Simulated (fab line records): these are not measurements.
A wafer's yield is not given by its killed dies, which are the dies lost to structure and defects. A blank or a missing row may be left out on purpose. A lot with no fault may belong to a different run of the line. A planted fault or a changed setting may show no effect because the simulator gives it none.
fab line records ; flow nand_harc
record lots=11; wafers=33; last_day=31
route steps=1302 shown A_BONDPAD@1223 HYBRID_BOND@1237 THIN_TSV@1274 END@1302
lots that met no fault: from a run of the same line without faults
start_h: hours from the record's opening day to when the first of the lot's shown wafers began ; wait_h: hours elapsed since this lot's preceding step ; " repeats the value in the row above ; L1.1+2: several wafers, shown together as one row ; - value missing, or start not given ; * or withheld: withheld ; < > ~ a bound
route shown NAME@n: a module of which the file shows steps, and the number in the route of the first ; usual: mean and standard deviation over wafers with no fault ; same: alike in all rows ; chamber/n: place in a boat ; sites: readings site by site ; _std_site: their standard deviation ; _edge_site: the outer-site mean with the inner-site mean subtracted ; radius_mm: for every site, how far away it sits from the centre of the wafer ; mask NAME#n: copy n ; behind: the last tool/chamber to shape the wafer ; hold: reason for holding the lot/hours on hold/outcome of the hold ; device: transistor that didn't switch, given as n, p or np ; end of line: the route-end tests of the same wafers ; a step without rows: its recipe alone ; killed: dies lost to structure and defects at the first sort, not the wafer's yield ; map: the dies of a wafer, with x for killed, . for not killed, _ for no die there
set.NAME: the setting the step ran with; set.NAME@STEP: the setting that earlier step ran with ; model.NAME: the simulator's own value behind a step, which no gauge read
the route's steps for a sample of lots (tables are steps, rows are wafers)
services: a tool's chamber out of use, with start hour (start_h, from the record's first day; less than 0 if before it), hours out, and reason
## steps
# step NHARC_A_BONDPAD_ETCH_24
# recipe target_depth_a=300; over_etch_frac=0.3; time_s=72.99; ion_energy_ev=150; cf4_flow_sccm=50; n2_flow_sccm=100; ar_flow_sccm=150; rf_w=300; bias_w=100; chemistry=CF4/N2
# usual cf4_flow_sccm=50.00/0.14; drypump_motor_current_A=5.7/0.55; mfc_ar_sccm=150.0/0.42; oes_product_au=1.002/0.012; rf_fwd_power_W=297.4/1.3; rf_vpp_V=314.2/1.8; showerhead_plenum_p_Torr=2.62/0.099; throttle_valve_pct=19.794/0.0095
lot.wafer;tool;chamber;start_h;wait_h;cf4_flow_sccm;drypump_motor_current_A;mfc_ar_sccm;oes_product_au;rf_fwd_power_W;rf_hours_counter_h;rf_vpp_V;showerhead_plenum_p_Torr;throttle_valve_pct
L292.2;rie_diel-06;0;-;-;49.89;5.0;150.1;1.009;296.2;7;313.6;2.61;19.811
L292.1;rie_diel-06;3;-;-;49.98;6.5;149.8;1.005;297.5;7;314.8;2.67;19.781
L292.5;rie_diel-06;1;-;-;50.04;6.2;150.4;1.002;295.7;-;317.6;2.75;19.782
L294.1;rie_diel-06;3;-;-;49.88;6.5;149.6;1.007;298.5;10;316.6;2.67;19.806
L294.3;rie_diel-06;0;-;-;50.16;5.0;149.2;1.006;296.7;10;313.1;2.60;19.791
L294.6;rie_diel-06;1;-;-;49.92;6.2;150.2;1.005;297.1;-;316.1;2.75;19.787
L296.4;rie_diel-05;3;-;-;49.84;5.6;150.6;1.000;296.2;6;314.7;2.72;19.789
L296.5;rie_diel-05;0;-;-;49.96;5.0;149.7;1.010;297.3;-;316.9;2.77;19.812
L296.6;rie_diel-05;1;-;-;50.07;6.6;150.1;1.008;298.1;-;312.5;2.57;19.789
L300.4;rie_diel-06;3;-;-;50.09;6.5;149.9;1.003;298.6;20;314.1;2.67;19.791
L300.2;rie_diel-06;2;-;-;50.15;5.6;149.4;0.995;298.5;18;312.7;2.47;19.797
L300.6;rie_diel-06;3;-;-;50.02;6.5;149.7;0.994;298.1;-;315.3;2.67;19.787
L298.2;rie_diel-05;2;604.52;0.1;49.98;5.7;149.8;1.013;296.6;0;311.3;2.53;19.796
L298.4;rie_diel-05;2;604.52;0.1;50.03;5.7;150.7;1.007;296.5;-;313.5;2.53;19.791
L298.5;rie_diel-05;0;604.52;0.1;50.39;5.0;150.3;1.005;298.2;-;316.8;2.77;19.786
L302.2;rie_diel-05;3;-;-;49.92;5.6;150.4;1.016;294.3;1;314.9;2.72;19.795
L302.1;rie_diel-05;0;-;-;50.01;5.0;149.5;1.008;297.7;1;316.2;2.77;19.809
L302.3;rie_diel-05;1;-;-;50.35;6.5;149.3;1.017;297.6;1;312.5;2.57;19.814
L304.2;rie_diel-13;3;-;-;49.94;6.2;150.6;0.976;298.1;37;312.4;2.56;19.796
L304.4;rie_diel-13;1;-;-;50.20;5.7;150.5;1.014;298.4;33;313.4;2.53;19.789
L304.6;rie_diel-13;2;-;-;50.00;5.9;149.6;0.969;297.1;-;313.1;2.53;19.798
L305.1;rie_diel-13;1;-;-;49.92;5.7;150.4;1.019;297.5;38;313.0;2.52;19.786
L305.2;rie_diel-13;2;-;-;49.94;5.9;150.3;0.979;295.1;41;313.5;2.53;19.778
L305.6;rie_diel-13;1;-;-;49.91;5.7;150.3;1.005;297.2;-;313.3;2.52;19.801
L309.3;rie_diel-05;2;-;-;50.16;5.7;150.1;0.998;297.0;3;312.0;2.53;19.800
L309.2;rie_diel-05;0;-;-;50.07;5.0;149.9;1.014;300.5;3;316.1;2.77;19.797
L309.6;rie_diel-05;1;-;-;50.07;6.6;150.0;1.012;297.9;-;311.9;2.57;19.795
L311.3;rie_diel-06;2;-;-;49.72;5.6;149.5;1.016;297.2;9;312.2;2.47;19.776
L311.6;rie_diel-06;2;-;-;49.64;5.6;150.1;1.014;297.9;-;311.6;2.47;19.796
L311.5;rie_diel-06;3;-;-;49.76;6.5;149.9;0.992;298.0;-;316.5;2.66;19.783
L312.1;rie_diel-06;2;-;-;49.97;5.6;149.9;1.004;299.0;11;313.2;2.47;19.791
L312.4;rie_diel-06;0;-;-;49.86;5.0;150.5;0.990;298.0;10;314.8;2.59;19.816
L312.5;rie_diel-06;2;-;-;49.87;5.6;150.4;1.009;299.9;-;309.5;2.47;19.786
# step NHARC_A_BONDPAD_PVD_27
# recipe target_thk_a=300; chamber_pressure_pa=5; power_w=5000; substrate_temp_c=30; time_s=20.49; material=Cu
# usual throttle_valve_pct=30.4/0.76
lot.wafer;tool;chamber;start_h;wait_h;throttle_valve_pct
L292.1;pvd_sputter-01;-;-;-;29.8
L292.2;pvd_sputter-01;-;-;-;31.0
L292.5;pvd_sputter-01;-;-;-;30.2
L294.1;pvd_sputter-01;-;-;-;30.9
L294.3;pvd_sputter-01;-;-;-;29.7
L294.6;pvd_sputter-01;-;-;-;30.4
L296.4;pvd_sputter-03;-;-;-;29.6
L296.6;pvd_sputter-03;-;-;-;30.2
L296.5;pvd_sputter-03;-;-;-;28.9
L300.4;pvd_sputter-03;-;-;-;30.0
L300.2;pvd_sputter-03;-;-;-;30.2
L300.6;pvd_sputter-03;-;-;-;30.0
L298.2;pvd_sputter-03;-;-;-;30.2
L298.4;pvd_sputter-03;-;-;-;29.4
L298.5;pvd_sputter-03;-;-;-;30.3
L302.3;pvd_sputter-01;-;-;-;30.7
L302.1;pvd_sputter-01;-;-;-;30.5
L302.2;pvd_sputter-01;-;-;-;31.5
L304.2;pvd_sputter-01;-;-;-;30.0
L304.4;pvd_sputter-01;-;-;-;30.7
L304.6;pvd_sputter-01;-;-;-;30.3
L305.2;pvd_sputter-02;-;-;-;30.3
L305.1;pvd_sputter-02;-;-;-;30.6
L305.6;pvd_sputter-02;-;-;-;30.7
L309.2;pvd_sputter-03;-;-;-;30.3
L309.3;pvd_sputter-03;-;-;-;28.6
L309.6;pvd_sputter-03;-;-;-;30.3
L311.3;pvd_sputter-03;-;-;-;29.4
L311.6;pvd_sputter-03;-;-;-;29.6
L311.5;pvd_sputter-03;-;-;-;29.8
L312.4;pvd_sputter-01;-;-;-;31.0
L312.1;pvd_sputter-01;-;-;-;30.9
L312.5;pvd_sputter-01;-;-;-;31.0
# step NHARC_HYBRID_BOND_ACTIVATE_00
# recipe time_s=60; n2_flow_sccm=200; ar_flow_sccm=0; bias_power_w=0; chemistry=N2
# usual drypump_motor_current_A=6.0/0.46; mfc_ar_sccm=0.005/0.0072; oes_product_au=1.004/0.015; rf_vpp_V=63.9/0.85; showerhead_plenum_p_Torr=1.72/0.055
# same bias_power_w=0
lot.wafer;tool;chamber;start_h;wait_h;drypump_motor_current_A;mfc_ar_sccm;oes_product_au;rf_hours_counter_h;rf_vpp_V;showerhead_plenum_p_Torr
L292.2;rie_diel-03;2;528.02;0.1;6.0;0;1.013;4;65.0;1.66
L292.1;rie_diel-03;3;528.02;0.1;6.2;0;0.991;5;64.1;1.76
L292.5;rie_diel-03;2;528.02;0.1;6.0;0;1.016;-;64.3;1.66
L294.1;rie_diel-03;3;543.33;0.1;6.2;0;0.988;7;64.3;1.76
L294.3;rie_diel-03;2;543.33;0.1;5.9;0;1.015;6;63.7;1.66
L294.6;rie_diel-03;0;543.33;0.1;5.7;0.013;1.014;-;64.3;1.67
L296.4;rie_diel-03;0;577.55;0.1;5.7;0.013;1.012;9;63.5;1.67
L296.6;rie_diel-03;1;577.55;0.1;6.6;0;1.003;-;65.7;1.79
L296.5;rie_diel-03;2;577.55;0.1;5.9;0;1.004;-;63.9;1.66
L300.2;rie_diel-01;0;599.43;0.1;6.3;0;1.024;11;64.1;1.68
L300.4;rie_diel-01;2;599.43;0.1;5.2;0.022;0.998;11;65.4;1.75
L300.6;rie_diel-01;0;599.43;0.1;6.3;0;1.034;-;64.5;1.68
L298.2;rie_diel-01;3;606.64;0.1;5.6;0;1.045;15;63.9;1.72
L298.4;rie_diel-01;2;606.64;0.1;5.2;0.022;0.997;13;63.9;1.75
L298.5;rie_diel-01;0;606.64;0.1;6.3;0;1.038;-;65.1;1.68
L302.1;rie_diel-03;3;628.84;0.1;6.2;0;0.986;13;64.4;1.76
L302.2;rie_diel-03;1;628.84;0.1;6.6;0;0.975;13;64.3;1.79
L302.3;rie_diel-03;2;628.84;0.1;6.0;0;1.012;13;62.8;1.66
L304.4;rie_diel-07;0;647.79;0.1;5.6;0;1.015;51;64.4;1.82
L304.2;rie_diel-07;1;647.79;0.1;6.2;0.014;1.012;58;65.1;1.79
L304.6;rie_diel-07;3;647.79;0.1;5.0;0.015;1.004;-;63.4;1.73
L305.1;rie_diel-03;2;661.11;0.1;5.9;0;1.002;1;62.8;1.66
L305.2;rie_diel-03;1;661.11;0.1;6.6;0;0.991;1;64.8;1.79
L305.6;rie_diel-03;3;661.11;0.1;6.2;0;1.004;-;64.7;1.76
L309.3;rie_diel-03;2;699.20;0.1;5.9;0;1.009;5;64.3;1.66
L309.2;rie_diel-03;3;699.20;0.1;6.2;0;1.008;4;63.7;1.76
L309.6;rie_diel-03;0;699.20;0.1;5.8;0.013;0.997;-;64.8;1.66
L311.3;rie_diel-03;1;716.91;0.1;6.6;0;0.995;6;64.0;1.79
L311.6;rie_diel-03;0;716.91;0.1;5.7;0.013;0.994;-;63.3;1.66
L311.5;rie_diel-03;1;716.91;0.1;6.6;0;1.000;-;64.9;1.79
L312.1;rie_diel-03;3;725.23;0.1;6.2;0;0.993;5;65.4;1.76
L312.4;rie_diel-03;2;725.23;0.1;6.0;0;1.012;6;62.2;1.66
L312.5;rie_diel-03;0;725.23;0.1;5.7;0.013;0.992;-;62.9;1.66
# step NHARC_THIN_TSV_ECD_20
# recipe target_thk_a=20000; material=Cu
lot.wafer;tool;chamber;start_h;wait_h
L292.1+2+5;ecd_cu-01;0,1,1;542.86;-
L294.1+3+6;ecd_cu-01;1;560.98;-
L296.4+6+5;ecd_cu-02;1,1,0;612.73;-
L300.2+4+6;ecd_cu-01;1,1,0;617.81;-
L298.2+4+5;ecd_cu-02;0,1,1;622.39;-
L302.2+1+3;ecd_cu-02;0,1,1;653.85;-
L304.2+4+6;ecd_cu-02;0,1,0;663.97;-
L305.1+2+6;ecd_cu-01;0,1,0;677.41;-
L309.2+3+6;ecd_cu-01;0,1,1;720.90;-
L311.3+6+5;ecd_cu-01;1,0,1;732.56;-
L312.1+4+5;ecd_cu-01;0,0,1;740.69;-
# step NHARC_END_SORT_01
# recipe temp_c=25
# usual defect_limited_yield=91.2/2.6; killed_at_array=55/17; killed_at_other=0.9/1.2; killed_at_periphery=3.7/2.5; killed_dies=59/18; killed_open=3.4/1.9; killed_short=2.6/1.6; sort_bin_2_pct=3.1/1.2; sort_bin_3_pct=0.7/0.4; sort_bin_4_pct=4.9/1.4; sort_n_pass=618/18; sort_rim_yield_pct=93/3.7; sort_yield_pct=91.2/2.6
# same gross_dies=677; sort_bin_5_pct[%]=0; sort_bin_6_pct[%]=0; sort_bin_7_pct[%]=0; sort_bin_8_pct[%]=0; sort_rim_n_gross=106.00
lot.wafer;tool;chamber;start_h;wait_h;defect_limited_yield[%];killed_at_array;killed_at_other;killed_at_periphery;killed_dies;killed_open;killed_short;sort_bin_2_pct[%];sort_bin_3_pct[%];sort_bin_4_pct[%];sort_n_pass;sort_rim_yield_pct[%];sort_yield_pct[%]
L309.2;prober-01;0;732.19;2.8;86.6;87;0;4;91;3;3;5.2;0.1;8.1;586;96;86.6
L311.3;prober-02;0;745.56;3.1;86.0;89;1;5;95;5;8;4.7;1.0;8.3;582;94;86.0
L311.5;prober-02;0;747.17;3.7;89.2;72;0;1;73;0;4;3.5;1.5;5.8;604;87;89.2
L311.6;prober-02;0;747.98;4.0;0;82;590;5;677;5;6;90.8;1.6;7.5;0;0;0
L312.1;prober-01;0;752.61;2.5;0;60;611;6;677;4;1;94.2;0.7;5.0;0;0;0
L312.4;prober-01;0;755.00;3.4;0;28;644;5;677;1;2;97.0;0.3;2.7;0;0;0
L312.5;prober-01;0;755.80;3.7;95.0;32;0;2;34;2;1;2.1;0.1;2.8;643;88;95.0
# killed by level:class
L309.2 A_CHANNEL_HOLE_D1:chamber_film_flake=35 A_CHANNEL_HOLE_D2:chamber_film_flake=22 A_BLC:chamber_film_flake=9 A_SLIT:chamber_film_flake=5 A_CONTACT:chamber_film_flake=4 A_CHANNEL_FILL_D2:chamber_film_flake=3 A_STAIRCASE:chamber_film_flake=3 A_ONON_D1:geometric_particle:open=2
L311.3 A_SLIT:chamber_film_flake=32 A_CHANNEL_HOLE_D1:chamber_film_flake=27 A_CONTACT:chamber_film_flake=10 A_STAIRCASE:chamber_film_flake=7 A_CHANNEL_FILL_D1:geometric_particle:short=3 A_ONON_D2:geometric_particle:short=2 P_GATE:geometric_particle:short=1 P_CONTACT:geometric_particle:open=1
L311.5 A_CHANNEL_HOLE_D1:chamber_film_flake=34 A_SLIT:chamber_film_flake=22 A_CONTACT:chamber_film_flake=7 A_STAIRCASE:chamber_film_flake=3 A_WL_FILL:chamber_film_flake=2 P_M2:geometric_particle:short=1 A_ONON_D1:geometric_particle:short=1 A_CHANNEL_FILL_D1:geometric_particle:short=1
L311.6 THIN_TSV:area_ecd=590 A_SLIT:chamber_film_flake=27 A_CHANNEL_HOLE_D1:chamber_film_flake=26 A_STAIRCASE:chamber_film_flake=9 A_CONTACT:chamber_film_flake=8 A_CHANNEL_FILL_D1:geometric_particle:short=2 P_GATE:chamber_film_flake=2 P_STI:geometric_particle:short=1
L312.1 THIN_TSV:area_ecd=611 A_SLIT:chamber_film_flake=39 A_CHANNEL_HOLE_D1:chamber_film_flake=8 A_CONTACT:chamber_film_flake=7 P_M1:chamber_film_flake=3 A_CONTACT:geometric_particle:open=2 P_CONTACT:geometric_particle:open=1 A_ONON_D1:geometric_particle:open=1
L312.4 THIN_TSV:area_ecd=643 A_SLIT:chamber_film_flake=16 A_CHANNEL_HOLE_D1:chamber_film_flake=8 P_M1:chamber_film_flake=4 A_CONTACT:chamber_film_flake=2 P_CONTACT:geometric_particle:open=1 A_WL_FILL:geometric_particle:short=1 STARTING-WAFER:geometric_particle:short=1
L312.5 A_SLIT:chamber_film_flake=20 A_CHANNEL_HOLE_D1:chamber_film_flake=4 A_CONTACT:chamber_film_flake=4 P_M1:chamber_film_flake=2 A_CHANNEL_FILL_D2:geometric_particle:short=1 A_CHANNEL_FILL_D2:geometric_particle:open=1 A_CONTACT:geometric_particle:open=1 A_CHANNEL_FILL_D2:chamber_film_flake=1
## services
tool;chamber;start_h;hours;kind
ecd_cu-01;-;512.11;8.0;pm
rie_diel-13;-;519.00;9.0;pm
pvd_sputter-03;-;526.00;10.0;pm
rie_diel-01;-;539.76;0.4;repair
rie_diel-05;0;548.11;2.9;repair
pvd_sputter-03;-;554.89;0.7;repair
rie_diel-01;-;560.59;9.0;pm
pvd_sputter-01;-;582.00;10.0;pm
rie_diel-05;-;583.60;9.0;pm
rie_diel-06;2;586.16;8.3;repair
pvd_sputter-03;-;590.50;1.5;repair
ecd_cu-02;-;596.04;8.0;pm
rie_diel-05;1;599.62;6.9;repair
rie_diel-03;3;614.82;6.3;repair
ecd_cu-01;-;614.85;2.6;repair
pvd_sputter-01;-;625.73;0.6;repair
rie_diel-03;-;635.30;9.0;pm
rie_diel-06;-;661.24;9.0;pm
ecd_cu-02;-;672.05;9.7;repair
ecd_cu-01;-;688.11;8.0;pm
rie_diel-03;0;702.93;3.4;repair
pvd_sputter-03;-;704.00;10.0;pm
pvd_sputter-03;-;737.57;5.9;repair
pvd_sputter-01;-;740.82;4.2;repair
## key
first_sign step=NHARC_END_SORT_01; reading=killed_at_other; direction=up; sigmas=99+; usual=0.9; struck=615
effect step=NHARC_END_SORT_01; reading=sort_bin_2_pct; direction=up; sigmas=79; usual=3.1; struck=94.0
more_kills_born_at NHARC_THIN_TSV_ECD_20@ecd_cu-01=1844
met_at NHARC_THIN_TSV_ECD_20
struck_lots L311,L312
struck_wafers L311.6,L312.1,L312.4
later_rows_left_out L311.6,L312.1,L312.4
not_acting_at NHARC_A_BONDPAD_ETCH_24,NHARC_A_BONDPAD_PVD_27,NHARC_HYBRID_BOND_ACTIVATE_00
onset_between 720.90 732.56
fault kind=process_parameter_drift; tool=ecd_cu-01; chamber=0; onset_h=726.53; steps=NHARC_THIN_TSV_ECD_20; channel=target_thk_a; offset=*; shape=step; end_h=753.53; acts_in=*; stated=*
# later_rows_left_out: the simulator's readings of these wafers behind a module that went badly wrong aren't trusted and aren't shown, but for the sort
